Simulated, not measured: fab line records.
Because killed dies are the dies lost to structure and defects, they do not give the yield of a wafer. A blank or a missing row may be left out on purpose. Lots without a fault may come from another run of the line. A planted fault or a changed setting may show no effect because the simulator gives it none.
fab line records | flow nand-harc
[record] lots = 5 wafers = 15 last-day = 32
route steps=1302 shown A_BONDPAD@1216 HYBRID_BOND@1237 THIN_TSV@1244 END@1302
lots untouched by any fault: they come from a run of this same line in which no faults occurred
start-h: the number of hours between the record's first day and the start of the first shown wafer of the lot | wait-h: time in hours since the lot's previous step | " unchanged from the row above | L1.1+2: a row that stands for several wafers | - either no value or no given start | * or withheld: withheld | < > ~ a bound
route shown NAME@n: a module of which the file shows steps, and the number in the route of the first | usual: mean and standard deviation over wafers with no fault | same: alike in all rows | chamber/n: place in a boat | sites: each site's reading | _std_site: standard deviation across them | _edge_site: outer sites' mean less inner sites' | radius-mm: how far each site lies from the wafer's centre | mask NAME#n: copy n | behind: the last tool/chamber to shape the wafer | hold: the reason the lot was held/the length of the hold in hours/how it ended | device: whichever transistor did not switch (one of n, p or np) | end of line: the same wafers' tests at the end of the route | step lacking rows: just its recipe | killed: at the first sort, the dies lost to defects and structure; wafer yield is something else | map: a wafer's dies, x killed, . not, _ none there
set.NAME: the setting the step ran with; set.NAME@STEP: the setting that earlier step ran with | model.NAME: the simulator's own value behind a step, which no gauge read
lots at some steps of the route; a table a step, a row a wafer
services: when a tool's chamber went out of use (start-h, in hours from the record's first day, below 0 if earlier), for how many hours, and the reason
[[steps]]
[step NHARC_A_BONDPAD_OVL_MEAS_35]
[usual] overlay-x-nm = 0/5 overlay-y-nm = 0/5.7
// columns lot.wafer tool chamber start-h wait-h overlay-x-nm overlay-y-nm
L404.1 overlay-01 - 566.06 - 1 1
L404.4 " - " " 2 1
L404.5 " - " " 1 2
L407.2 overlay-02 - 616.32 - -10 -1
L407.3 " - " " -10 -2
L407.4 " - " " -11 -1
L418.3 overlay-01 - 710.51 - -4 -5
L418.4 " - " " -4 -4
L418.5 " - " " -3 -4
L417.1 overlay-02 - 713.61 - -6 9
L417.4 " - " " -6 9
L417.5 " - " " -6 9
L419.1 overlay-01 - 727.28 - 4 -1
L419.5 " - " " 4 -2
L419.6 " - " " 3 -2
[step NHARC_A_BONDPAD_HARDBAKE_10]
[recipe] temp-c = 118 time-s = 65
[step NHARC_A_BONDPAD_DESCUM_11]
[recipe] time-s = 3 o2-flow-sccm = 200 ar-flow-sccm = 0 bias-power-w = 0 chemistry = O2
[step NHARC_A_BONDPAD_ETCH_34]
[recipe] target-depth-a = 600 overetch-a = 180 time-s = 65.91 ion-energy-ev = 200 n2-flow-sccm = 150 h2-flow-sccm = 150 ar-flow-sccm = 0 rf-w = 400 bias-w = 150 chemistry = N2/H2
[step NHARC_A_BONDPAD_ETCH_12]
[recipe] target-depth-a = 2200 time-s = 110 chf3-flow-sccm = 50 o2-flow-sccm = 10 ar-flow-sccm = 200 rf-w = 500 bias-w = 200 chemistry = CHF3/O2
[usual] drypump-motor-current-A = 5.5/0.39 mfc-ar-sccm = 200.0/0.5 oes-product-au = 0.946/0.023 rf-vpp-V = 370.7/2.4 showerhead-plenum-p-Torr = 2.40/0.096 throttle-valve-pct = 20.573/0.0095
// columns lot.wafer tool chamber start-h wait-h drypump-motor-current-A mfc-ar-sccm oes-product-au rf-hours-counter-h rf-vpp-V showerhead-plenum-p-Torr throttle-valve-pct
L404.1 rie-diel-09 1 - - 5.9 199.6 0.979 2 372.8 2.45 20.563
L404.4 " 2 " " 5.2 199.8 0.981 2 368.2 2.25 20.573
L404.5 " 1 " " 5.9 198.6 0.967 - 370.3 2.45 20.561
L407.3 rie-diel-09 2 - - 5.2 200.4 0.948 4 367.6 2.25 20.578
L407.2 " 3 " " 5.9 199.6 0.969 4 370.7 2.43 20.567
L407.4 " 1 " " 5.9 199.7 0.989 3 371.4 2.44 20.576
L418.4 rie-diel-02 1 - - 5.0 200.0 0.928 23 372.2 2.46 20.565
L418.3 " 2 " " 5.3 201.0 0.923 25 366.4 2.23 20.557
L418.5 " 1 " " 5.0 200.7 0.926 - 372.0 2.46 20.563
L417.1 rie-diel-02 1 - - 5.0 199.4 0.924 23 371.3 2.46 20.578
L417.4 " 0 " " 5.7 199.8 0.937 24 372.7 2.47 20.568
L417.5 " 2 " " 5.3 200.1 0.933 - 366.9 2.23 20.588
L419.1 rie-diel-09 1 - - 5.9 199.4 0.936 1 371.9 2.44 20.568
L419.6 " 1 " " 5.9 199.7 0.944 - 372.1 2.44 20.562
L419.5 " 2 " " 5.2 199.8 0.970 - 367.6 2.25 20.568
[step NHARC_A_BONDPAD_CD_MEAS_13]
[usual] cd-nm = 497.9/2.1
// columns lot.wafer tool chamber start-h wait-h cd-nm
L404.1 cd-sem-01 - 566.50 - 498.1
L404.4 " - " " 500.1
L404.5 " - " " 499.9
L407.2 cd-sem-03 - 616.76 - 497.6
L407.3 " - " " 496.2
L407.4 " - " " 498.6
L418.3 cd-sem-02 - 710.95 - 499.4
L418.4 " - " " 502.0
L418.5 " - " " 500.3
L417.1 cd-sem-03 - 714.05 - 497.9
L417.4 " - " " 499.9
L417.5 " - " " 498.9
L419.1 cd-sem-02 - 727.72 - 496.6
L419.5 " - " " 497.8
L419.6 " - " " 499.1
[step NHARC_A_BONDPAD_STRIP_15]
[recipe] o2-flow-sccm = 500 ar-flow-sccm = 0 bias-w = 0 chemistry = O2
[step NHARC_A_BONDPAD_ETCH_24]
[recipe] target-depth-a = 300 over-etch-frac = 0.3 time-s = 72.99 ion-energy-ev = 150 cf4-flow-sccm = 50 n2-flow-sccm = 100 ar-flow-sccm = 150 rf-w = 300 bias-w = 100 chemistry = CF4/N2
[step NHARC_A_BONDPAD_STRIP_16]
[recipe] time-s = 600 temp-c = 30 chemistry = post-etch-residue-remover
[step NHARC_A_BONDPAD_DEGAS_25]
[recipe] temp-c = 300 time-s = 60
[step NHARC_A_BONDPAD_PRE_CLEAN_26]
[recipe] time-s = 30 temp-c = 280 gas = H2/He
[step NHARC_A_BONDPAD_PVD_17]
[recipe] target-thk-a = 50 bias-v = 168.6 power-w = 15000 chamber-pressure-pa = 0.12 time-s = 8.06 substrate-temp-c = 50 material = TaN
[usual] throttle-valve-pct = 29.9/1.2
// columns lot.wafer tool chamber start-h wait-h throttle-valve-pct
L404.4 pvd-sputter-01 - - - 30.7
L404.1 " - " " 28.8
L404.5 " - " " 28.8
L407.3 pvd-sputter-03 - - - 29.2
L407.4 " - " " 31.7
L407.2 " - " " 29.7
L418.3 pvd-sputter-01 - - - 28.6
L418.4 " - " " 30.3
L418.5 " - " " 28.5
L417.4 pvd-sputter-03 - - - 27.9
L417.1 " - " " 30.2
L417.5 " - " " 28.6
L419.1 pvd-sputter-02 - - - 29.4
L419.6 " - " " 31.2
L419.5 " - " " 30.7
[step NHARC_A_BONDPAD_PVD_27]
[recipe] target-thk-a = 300 chamber-pressure-pa = 5 power-w = 5000 substrate-temp-c = 30 time-s = 20.49 material = Cu
[usual] throttle-valve-pct = 29.9/1.1
// columns lot.wafer tool chamber start-h wait-h throttle-valve-pct
L404.4 pvd-sputter-01 - 567.36 - 30.9
L404.1 " - " " 28.7
L404.5 " - " " 29.5
L407.4 pvd-sputter-03 - 617.62 - 31.6
L407.2 " - " " 28.8
L407.3 " - " " 29.3
L418.3 pvd-sputter-01 - 711.84 - 30.8
L418.4 " - " " 28.0
L418.5 " - " " 27.7
L417.4 pvd-sputter-03 - 714.90 - 28.4
L417.1 " - " " 31.9
L417.5 " - " " 28.1
L419.1 pvd-sputter-02 - 728.57 - 31.3
L419.5 " - " " 31.7
L419.6 " - " " 30.8
[step NHARC_A_BONDPAD_ECD_18]
[recipe] target-thk-a = 4000 bath-temp-c = 25 material = Cu
[step NHARC_A_BONDPAD_ANNEAL_28]
[recipe] temp-c = 225 time-s = 90
[usual] anneal-temp-c = 224.98/0.16 anneal-temp-c-max = 225.83/0.27 wafer_temp_C_max = 226.29/0.26
// columns lot.wafer tool chamber start-h wait-h anneal-temp-c anneal-temp-c-max wafer_temp_C_max
L404.1 rtp-anneal-01 0 567.86 - 225.32 226.43 226.21
L404.4 " 0 " " 225.28 226.40 226.22
L404.5 " 0 " " 225.05 226.12 226.24
L407.2 rtp-anneal-02 0 618.19 - 224.84 225.47 226.70
L407.3 " 0 " " 225.07 225.67 226.56
L407.4 " 0 " " 224.99 225.59 226.73
L418.3 rtp-anneal-01 0 712.49 - 224.94 225.88 226.38
L418.4 " 0 " " 224.84 225.82 226.19
L418.5 " 0 " " 224.63 225.82 226.30
L417.1 rtp-anneal-01 0 715.41 0.3 224.82 225.95 226.24
L417.4 " 0 " " 225.07 225.98 226.45
L417.5 " 0 " " 224.86 225.61 226.54
L419.1 rtp-anneal-02 0 729.14 0.3 224.72 225.25 226.43
L419.5 " 0 " " 225.19 225.76 226.32
L419.6 " 0 " " 224.81 225.42 226.52
[step NHARC_A_BONDPAD_CMP_19]
[recipe] t-overpolish-s = 30 cu-recess-touch-s = 16 target-thk-nm = 169.82
[usual] edge-zone-pressure-frac = 1.000/0.0051 motor-current-A = 11.6/0.88 overpolish-run-s = 30.001/0.0091
// columns lot.wafer tool chamber start-h wait-h edge-zone-pressure-frac motor-current-A overpolish-run-s
L404.4 cmp-03 0 568.20 - 1.009 10.8 30.009
L404.1 " 3 " " 0.999 12.2 29.993
L404.5 " 0 " " 1.000 11.4 29.986
L407.3 cmp-03 0 618.49 - 0.994 11.2 29.985
L407.4 " 1 " " 0.993 11.0 30.001
L407.2 " 2 " " 1.010 12.7 29.995
L418.4 cmp-04 3 712.73 - 1.003 12.0 29.999
L418.3 " 2 " " 1.002 9.6 29.993
L418.5 " 3 " " 1.001 11.9 30.014
L417.1 cmp-03 2 715.76 - 0.999 12.9 30.003
L417.4 " 3 " " 0.998 12.4 30.006
L417.5 " 3 " " 0.999 12.5 29.996
L419.1 cmp-01 0 729.54 - 0.994 12.1 29.989
L419.5 " 2 " " 1.005 12.3 29.989
L419.6 " 3 " " 1.003 11.2 30.008
[step NHARC_A_BONDPAD_SRD_21]
[recipe] time-s = 30 temp-c = 23 dry-time-s = 20 spin-rpm = 1500
[step NHARC_A_BONDPAD_INSPECT_23]
[usual] raw-defect-count = 591/150
// columns lot.wafer tool chamber start-h wait-h raw-defect-count
L404.1 defect-inspect-01 - 568.73 0.0 515
L404.4 " - " " 523
L404.5 " - " " 531
L407.2 defect-inspect-01 - 619.01 0.0 438
L407.3 " - " " 573
L407.4 " - " " 459
L418.3 defect-inspect-02 - 713.28 0.0 591
L418.4 " - " " 606
L418.5 " - " " 642
L417.1 defect-inspect-02 - 716.30 0.0 729
L417.4 " - " " 623
L417.5 " - " " 711
L419.1 defect-inspect-01 - 730.03 0.0 674
L419.5 " - " " 616
L419.6 " - " " 736
[step NHARC_HYBRID_BOND_ACTIVATE_00]
[recipe] time-s = 60 n2-flow-sccm = 200 ar-flow-sccm = 0 bias-power-w = 0 chemistry = N2
[step NHARC_HYBRID_BOND_PRECLEAN_01]
[recipe] time-s = 300 temp-c = 23 chemistry = DIW
[step NHARC_HYBRID_BOND_SRD_02]
[recipe] time-s = 30 temp-c = 23 dry-time-s = 20 spin-rpm = 1500
[step NHARC_HYBRID_BOND_BOND_03]
[recipe] temp-c = 25
[step NHARC_HYBRID_BOND_ANNEAL_04]
[recipe] temp-c = 300 time-s = 7200 ramp-up-c-per-min = 5 ramp-down-c-per-min = 3 idle-temp-c = 100 pressure-atm = 1
[step NHARC_HYBRID_BOND_OVL_MEAS_05]
[usual] overlay-x-nm = 2/33 overlay-y-nm = 2/38
// columns lot.wafer tool chamber start-h wait-h overlay-x-nm overlay-y-nm
L404.1 overlay-01 - 579.72 0.4 5 8
L404.4 " - " " -3 49
L404.5 " - " " -28 61
L407.3 overlay-02 - 629.55 0.4 12 2
L407.4 " - " " 34 67
L418.3 overlay-02 - 723.90 0.4 -22 14
L418.4 " - " " -10 38
L418.5 " - " " 27 -3
L417.1 overlay-01 - 723.91 0.4 64 35
L417.4 " - " " -14 7
L417.5 " - " " 33 -36
L419.1 overlay-01 - 740.69 0.4 -48 39
L419.5 " - " " -50 48
L419.6 " - " " -29 9
[step NHARC_HYBRID_BOND_INSPECT_06]
[recipe] inspect-instrument = ir-void
[usual] raw-defect-count = 96/29
// columns lot.wafer tool chamber start-h wait-h raw-defect-count
L404.1 defect-inspect-01 - 579.78 0.0 121
L404.4 " - " " 102
L404.5 " - " " 99
L407.3 defect-inspect-01 - 629.61 0.1 94
L407.4 " - " " 77
L418.3 defect-inspect-02 - 723.95 0.1 104
L418.4 " - " " 119
L418.5 " - " " 107
L417.1 defect-inspect-01 - 723.96 0.0 102
L417.4 " - " " 99
L417.5 " - " " 91
L419.1 defect-inspect-02 - 740.74 0.0 162
L419.5 " - " " 185
L419.6 " - " " 172
[step NHARC_THIN_TSV_GRIND_00]
[recipe] target-thk-um = 6
[step NHARC_THIN_TSV_CMP_01]
[recipe] target-thk-um = 3
[usual] edge-zone-pressure-frac = 1.000/0.0053 motor-current-A = 11.8/1.2
// columns lot.wafer tool chamber start-h wait-h edge-zone-pressure-frac motor-current-A
L404.4 cmp-04 3 581.17 0.4 0.997 11.7
L404.1 " 1 " " 0.994 13.7
L404.5 " 0 " " 1.003 10.3
L407.3 cmp-01 2 631.03 0.7 1.001 12.4
L407.4 " 3 " " 1.001 11.5
L418.3 cmp-01 3 725.32 0.6 1.001 10.8
L418.4 " 1 " " 1.003 12.8
L418.5 " 0 " " 1.005 11.0
L417.1 cmp-01 3 726.51 1.0 1.014 11.0
L417.4 " 1 " " 0.994 12.3
L417.5 " 3 " " 0.996 10.8
L419.1 cmp-04 1 745.26 1.1 1.006 12.5
L419.6 " 0 " " 1.001 10.1
L419.5 " 1 " " 1.006 13.2
[step NHARC_THIN_TSV_THK_MEAS_02]
[recipe] thk-meas-gauge = ir
[usual] thk-nm = 2997/200
// columns lot.wafer tool chamber start-h wait-h thk-nm
L404.1 film-metro-02 - 581.44 0.2 3183
L404.4 " - " " 2992
L404.5 " - " " 3068
L407.3 film-metro-01 - 631.25 - 2964
L407.4 " - " " 2804
L418.3 film-metro-02 - 725.59 0.2 2800
L418.4 " - " " 3039
L418.5 " - " " 3234
L417.1 film-metro-02 - 726.78 - 2977
L417.4 " - " " 3264
L417.5 " - " " 3266
L419.1 film-metro-01 - 745.49 - 3256
L419.5 " - " " 2673
L419.6 " - " " 2843
[step NHARC_THIN_TSV_SRD_03]
[step NHARC_THIN_TSV_PRECLEAN_41]
[recipe] time-s = * temp-c = 50 bath-age-min = 0 chemistry = SC1
[step NHARC_THIN_TSV_SRD_42]
[step NHARC_THIN_TSV_DEP_43]
[recipe] target-thk-a = 13285 temp-c = withheld pressure-torr = 6.5 rf-w = 900 teos-flow-sccm = 161.4 flow-sccm = 2650 target-thk-nm = 1328.5 gas = O2 material = SiO2
[step NHARC_THIN_TSV_DEHYDRATE_04]
[recipe] temp-c = 150 time-s = 120
[step NHARC_THIN_TSV_HMDS_05]
[recipe] time-s = 30
[step NHARC_THIN_TSV_COAT_06]
[recipe] spin-rpm = *
[step NHARC_THIN_TSV_SOFTBAKE_07]
[recipe] temp-c = 122 time-s = 95
[step NHARC_THIN_TSV_EBR_08]
[step NHARC_THIN_TSV_EXPOSE_09]
[recipe] na = 0.55 dose-mj = 30.7 mask-id = TSV
[step NHARC_THIN_TSV_PEB_10]
[recipe] peb-temp-c = 118 peb-time-s = 85
[step NHARC_END_SORT_01]
[recipe] temp-c = 25
[usual] defect-limited-yield = 91.5/2.4 killed-at-array = 52/17 killed-at-other = 0.9/1.2 killed-at-periphery = 3.9/2.7 killed-dies = 57/16 killed-open = 3.3/1.9 killed-short = 2.5/1.5 sort_bin_2_pct = 3.0/1.2 sort_bin_3_pct = 0.6/0.34 sort_bin_4_pct = 4.8/1.3 sort-n-pass = 620/16 sort-rim-yield-pct = 89/4.3 sort-yield-pct = 91.5/2.4
[same] gross-dies = 677 sort_bin_5_pct[%] = 0 sort_bin_6_pct[%] = 0 sort_bin_7_pct[%] = 0 sort_bin_8_pct[%] = 0 sort-rim-n-gross = 106.00
// columns lot.wafer tool chamber start-h wait-h defect-limited-yield[%] killed-at-array killed-at-other killed-at-periphery killed-dies killed-open killed-short sort_bin_2_pct[%] sort_bin_3_pct[%] sort_bin_4_pct[%] sort-n-pass sort-rim-yield-pct[%] sort-yield-pct[%]
L404.1 prober-01 0 597.40 2.5 91.3 56 1 2 59 4 2 3.4 0.7 4.6 618 86 91.3
L404.4 prober-01 0 599.79 3.4 91.3 58 0 1 59 5 5 4.7 0.3 3.7 618 85 91.3
L404.5 prober-01 0 600.59 3.7 90.1 64 0 3 67 4 5 4.1 0.9 4.9 610 91 90.1
L407.2 prober-01 0 647.89 2.8 0 673 2 2 677 3 1 92.2 1.0 6.8 0 0 0
L407.3 prober-01 0 648.70 3.1 89.7 65 2 3 70 3 2 3.1 0.1 7.1 607 86 89.7
L407.4 prober-01 0 649.51 3.4 90.5 59 1 4 64 7 2 2.8 0.1 6.5 613 93 90.5
L417.1 prober-02 0 741.33 2.5 90.7 62 0 1 63 1 0 3.2 0.9 5.2 614 88 90.7
L417.4 prober-02 0 743.78 3.4 90.0 62 2 4 68 8 3 3.2 0.9 5.9 609 88 90.0
L417.5 prober-02 0 744.59 3.8 91.0 58 3 0 61 5 2 2.8 0.6 5.6 616 90 91.0
L418.3 prober-01 0 742.93 3.1 92.0 45 4 5 54 4 2 3.5 0.1 4.3 623 88 92.0
L418.4 prober-01 0 743.71 3.4 90.4 61 2 2 65 4 5 4.7 0.3 4.6 612 91 90.4
L418.5 prober-01 0 744.50 3.6 90.4 59 1 5 65 2 2 4.0 0.6 5.0 612 91 90.4
L419.1 prober-01 0 764.45 2.5 89.5 63 2 6 71 6 3 3.8 0.7 5.9 606 87 89.5
L419.5 prober-01 0 767.61 3.7 86.1 85 1 8 94 1 3 5.8 1.6 6.5 583 82 86.1
L419.6 prober-01 0 768.40 3.9 90.1 62 0 5 67 3 0 4.0 0.9 5.0 610 85 90.1
// killed by level:class
L404.1 A_CHANNEL_HOLE_D2:chamber-film-flake=26 A_SLIT:chamber-film-flake=21 A_CHANNEL_HOLE_D1:chamber-film-flake=2 P_STI:geometric-particle:open=1 P_CONTACT:geometric-particle:short=1 A_DECK1_JOINT:geometric-particle:open=1 A_CONTACT:geometric-particle:open=1 A_M0:geometric-particle:short=1
L404.4 A_CHANNEL_HOLE_D2:chamber-film-flake=31 A_SLIT:chamber-film-flake=12 A_CHANNEL_HOLE_D1:geometric-particle:short=2 A_ONON_D2:geometric-particle:open=2 A_CHANNEL_HOLE_D1:chamber-film-flake=2 A_STAIRCASE:chamber-film-flake=2 P_GATE:geometric-particle:short=1 A_ONON_D1:geometric-particle:short=1
L404.5 A_CHANNEL_HOLE_D2:chamber-film-flake=40 A_SLIT:chamber-film-flake=13 A_CONTACT:chamber-film-flake=2 P_GATE:geometric-particle:open=1 P_M1:geometric-particle:open=1 P_M2:geometric-particle:short=1 A_ONON_D1:geometric-particle:short=1 A_CHANNEL_FILL_D1:geometric-particle:short=1
L407.2 A_BONDPAD:area-pvd=599 A_CHANNEL_HOLE_D1:chamber-film-flake=36 A_CHANNEL_HOLE_D2:chamber-film-flake=16 A_CONTACT:chamber-film-flake=7 A_CHANNEL_FILL_D2:chamber-film-flake=4 A_DECK1_JOINT:chamber-film-flake=3 A_STAIRCASE:chamber-film-flake=3 P_STI:geometric-particle:open=1
L407.3 A_CHANNEL_HOLE_D1:chamber-film-flake=34 A_CONTACT:chamber-film-flake=10 A_CHANNEL_HOLE_D2:chamber-film-flake=7 A_CHANNEL_FILL_D2:chamber-film-flake=4 A_STAIRCASE:chamber-film-flake=4 A_DECK1_JOINT:chamber-film-flake=3 P_CONTACT:geometric-particle:open=1 P_M0:geometric-particle:open=1
L407.4 A_CHANNEL_HOLE_D1:chamber-film-flake=31 A_CHANNEL_HOLE_D2:chamber-film-flake=7 A_STAIRCASE:chamber-film-flake=5 A_CONTACT:chamber-film-flake=4 A_CHANNEL_FILL_D2:chamber-film-flake=3 P_STI:chamber-film-flake=2 P_STI:geometric-particle:open=1 P_BONDPAD:geometric-particle:open=1
L417.1 A_CHANNEL_HOLE_D1:chamber-film-flake=31 A_CHANNEL_HOLE_D2:chamber-film-flake=19 A_SLIT:chamber-film-flake=4 A_WL_FILL:chamber-film-flake=3 A_STAIRCASE:chamber-film-flake=2 A_CONTACT:chamber-film-flake=2 P_M1:geometric-particle:open=1 A_DECK1_JOINT:chamber-film-flake=1
L418.3 A_CHANNEL_HOLE_D1:chamber-film-flake=22 A_SLIT:chamber-film-flake=10 A_STAIRCASE:chamber-film-flake=6 P_M1:chamber-film-flake=4 THIN_TSV:chamber-film-flake=3 P_CONTACT:geometric-particle:open=1 A_CHANNEL_HOLE_D2:geometric-particle:open=1 A_CHANNEL_FILL_D2:geometric-particle:open=1
L418.4 A_CHANNEL_HOLE_D1:chamber-film-flake=32 A_SLIT:chamber-film-flake=12 A_CONTACT:chamber-film-flake=3 A_CONTACT:geometric-particle:open=2 A_CHANNEL_FILL_D2:chamber-film-flake=2 THIN_TSV:chamber-film-flake=2 P_GATE:geometric-particle:short=1 A_ONON_D1:geometric-particle:short=1
L417.4 A_CHANNEL_HOLE_D1:chamber-film-flake=26 A_CHANNEL_HOLE_D2:chamber-film-flake=14 A_STAIRCASE:chamber-film-flake=5 A_SLIT:chamber-film-flake=4 A_CONTACT:chamber-film-flake=3 A_CHANNEL_FILL_D2:geometric-particle:open=2 A_WL_FILL:geometric-particle:short=2 THIN_TSV:chamber-film-flake=2
L418.5 A_CHANNEL_HOLE_D1:chamber-film-flake=38 A_SLIT:chamber-film-flake=12 A_CONTACT:chamber-film-flake=3 P_M1:chamber-film-flake=2 P_CONTACT:geometric-particle:open=1 A_ONON_D1:geometric-particle:short=1 A_CHANNEL_FILL_D1:geometric-particle:short=1 A_M0:geometric-particle:open=1
L417.5 A_CHANNEL_HOLE_D1:chamber-film-flake=29 A_CHANNEL_HOLE_D2:chamber-film-flake=14 A_STAIRCASE:chamber-film-flake=6 THIN_TSV:chamber-film-flake=3 A_CHANNEL_FILL_D2:geometric-particle:open=2 A_CHANNEL_FILL_D1:geometric-particle:open=1 A_DECK1_JOINT:geometric-particle:open=1 A_ONON_D2:geometric-particle:short=1
L419.1 A_CHANNEL_HOLE_D1:chamber-film-flake=28 A_SLIT:chamber-film-flake=12 A_CHANNEL_HOLE_D2:chamber-film-flake=7 A_CONTACT:chamber-film-flake=7 P_STI:chamber-film-flake=3 A_M0:geometric-particle:open=2 THIN_TSV:chamber-film-flake=2 P_M0:geometric-particle:short=1
L419.5 A_CHANNEL_HOLE_D1:chamber-film-flake=40 A_CHANNEL_HOLE_D2:chamber-film-flake=21 A_SLIT:chamber-film-flake=13 A_CONTACT:chamber-film-flake=7 P_STI:chamber-film-flake=3 A_WL_FILL:geometric-particle:short=2 P_GATE:chamber-film-flake=2 P_M2:chamber-film-flake=2
L419.6 A_CHANNEL_HOLE_D1:chamber-film-flake=33 A_SLIT:chamber-film-flake=11 A_CHANNEL_HOLE_D2:chamber-film-flake=7 A_CONTACT:chamber-film-flake=7 P_M2:chamber-film-flake=2 A_WL_FILL:chamber-film-flake=2 P_CONTACT:geometric-particle:open=1 P_M0:geometric-particle:open=1
// map L407.2 (x killed, . not)
____________x____________
_________xxxxxxx_________
_______xxxxxxxxxxx_______
______xxxxxxxxxxxxx______
_____xxxxxxxxxxxxxxx_____
____xxxxxxxxxxxxxxxxx____
____xxxxxxxxxxxxxxxxx____
___xxxxxxxxxxxxxxxxxxx___
___xxxxxxxxxxxxxxxxxxx___
__xxxxxxxxxxxxxxxxxxxxx__
__xxxxxxxxxxxxxxxxxxxxx__
_xxxxxxxxxxxxxxxxxxxxxxx_
_xxxxxxxxxxxxxxxxxxxxxxx_
_xxxxxxxxxxxxxxxxxxxxxxx_
_xxxxxxxxxxxxxxxxxxxxxxx_
_xxxxxxxxxxxxxxxxxxxxxxx_
xxxxxxxxxxxxxxxxxxxxxxxxx
xxxxxxxxxxxxxxxxxxxxxxxxx
xxxxxxxxxxxxxxxxxxxxxxxxx
xxxxxxxxxxxxxxxxxxxxxxxxx
xxxxxxxxxxxxxxxxxxxxxxxxx
_xxxxxxxxxxxxxxxxxxxxxxx_
_xxxxxxxxxxxxxxxxxxxxxxx_
_xxxxxxxxxxxxxxxxxxxxxxx_
_xxxxxxxxxxxxxxxxxxxxxxx_
_xxxxxxxxxxxxxxxxxxxxxxx_
__xxxxxxxxxxxxxxxxxxxxx__
__xxxxxxxxxxxxxxxxxxxxx__
___xxxxxxxxxxxxxxxxxxx___
___xxxxxxxxxxxxxxxxxxx___
____xxxxxxxxxxxxxxxxx____
____xxxxxxxxxxxxxxxxx____
_____xxxxxxxxxxxxxxx_____
______xxxxxxxxxxxxx______
_______xxxxxxxxxxx_______
_________xxxxxxx_________
____________x____________
// map L417.4 (x killed, . not)
____________.____________
_________x......_________
_______........xxx_______
______..........xxx______
_____...........x.xx_____
____.................____
____...........x.....____
___.........x......x..___
___.......x...........___
__.....................__
__.....................__
_...........x...x......._
_.............x........._
_...........x.......x..._
_......................._
_.............x........._
..x.....x................
.........................
.........xx..............
.......................x.
....x....................
_.................x....._
_.xx.x.........x........_
_......................._
_............x.x........_
_.............x..x..x..._
__............x........__
__............x...x.x..__
___..............x....___
___.......x..x........___
____.x......xxxx.....____
____........xxxx.....____
_____........xxx.x.._____
______x....xxxxx...______
_______.....x.x..._______
_________x.x..x._________
____________x____________
[[services]]
// columns tool chamber start-h hours kind
pvd-sputter-01 - 548.25 1.6 repair
rie-diel-02 3 551.85 5.3 repair
cmp-03 - 555.43 4.0 pm
rie-diel-02 - 557.88 4.4 repair
rie-diel-02 - 570.94 9.0 pm
cmp-01 - 579.27 4.0 pm
pvd-sputter-01 - 582.05 10.0 pm
cmp-03 - 590.03 2.0 repair
pvd-sputter-01 - 593.54 26.9 repair
pvd-sputter-03 - 601.00 10.4 repair
cmp-04 - 601.66 4.0 pm
cmp-04 - 617.74 2.8 repair
cmp-01 - 628.74 1.4 repair
rie-diel-09 0 649.69 4.2 repair
cmp-03 - 653.43 4.0 pm
cmp-03 - 672.14 2.4 repair
rie-diel-09 - 674.10 9.0 pm
cmp-01 - 677.27 4.0 pm
rie-diel-09 1 692.03 4.5 repair
cmp-04 - 699.66 4.0 pm
rie-diel-09 - 702.92 3.7 repair
pvd-sputter-03 - 704.02 10.0 pm
cmp-01 - 709.14 3.3 repair
pvd-sputter-01 - 743.73 3.5 repair
[[key]]
[first-sign] step = NHARC_END_SORT_01 reading = sort_bin_2_pct direction = up sigmas = 76 usual = 3.0 struck = 92.2
[effect] step = NHARC_END_SORT_01 reading = defect-limited-yield direction = down sigmas = 38 usual = 91.5 struck = 0
[more-kills-born-at] NHARC_A_BONDPAD_PVD_27@pvd-sputter-03 = 599
met-at NHARC_A_BONDPAD_PVD_27
struck-wafers L407.2
later-rows-left-out L407.2
[fault] kind = process-parameter-drift tool = pvd-sputter-03 chamber = - onset-h = 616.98 steps = NHARC_A_BONDPAD_PVD_27 channel = target-thk-a offset = * shape = step end-h = 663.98 acts-in = * stated = * scope = struck-wafers-only
// later-rows-left-out: the simulator's readings of these wafers behind a module that went badly wrong aren't trusted and aren't shown, but for the sort
